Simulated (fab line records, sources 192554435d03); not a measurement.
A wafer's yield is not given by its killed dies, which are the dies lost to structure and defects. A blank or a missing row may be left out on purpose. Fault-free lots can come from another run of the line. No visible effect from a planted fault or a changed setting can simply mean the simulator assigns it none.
Chamber matching | flow n5_finfet | ald_metal-02 running N5_HKMG_FIN_ALD_71: 4 sister chambers
The step deposits TiN, target thk 1 nm, pulse time 1 s, purge time 3 s. 4 wafers are shown with their chamber, then 10 later ones without.

WAFERS PAIRED WITH THEIR CHAMBERS
wafer  | chamber | heater_power_w (W)
L082.3 | 1       | 1043
L082.4 | 3       | 921
L087.2 | 0       | 887
L087.3 | 2       | 1079

WAFERS WHOSE CHAMBER IS MISSING
wafer  | heater_power_w (W)
L087.5 | 911
L088.2 | 912
L088.4 | 1035
L088.5 | 912
L093.1 | 892
L093.3 | 1099
L093.5 | 1081
L095.1 | 1092
L095.2 | 894
L095.4 | 1016

EACH ONE'S CHAMBER
wafer  | from the rows above     | in truth
L087.5 | can't be placed: 3 or 0 | 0
L088.2 | can't be placed: 3 or 0 | 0
L088.4 | 1                       | 1
L088.5 | can't be placed: 3 or 0 | 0
L093.1 | can't be placed: 0 or 3 | 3
L093.3 | 2                       | 2
L093.5 | 2                       | 2
L095.1 | 2                       | 2
L095.2 | can't be placed: 0 or 3 | 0
L095.4 | 1                       | 1
5 of 10 placed correctly. Cannot be placed on the basis of these rows: 5; the candidates contain the true chamber in 5. 0 placed wrongly.
How it was worked out, from the rows above alone: a wafer's distance from a chamber is the root of the sum, over the readings, of the square of ((its reading less the chamber's mean) divided by the reading's scatter). If the next closest chamber is less than 2 further off than the closest, the wafer can't be placed; otherwise it belongs to the closest. For every chamber, the mean is computed from those of its wafers that are shown. The scatter (one wafer shown for each chamber): square how far every hidden wafer sits from the nearest shown wafer, average those squares and take the square root.
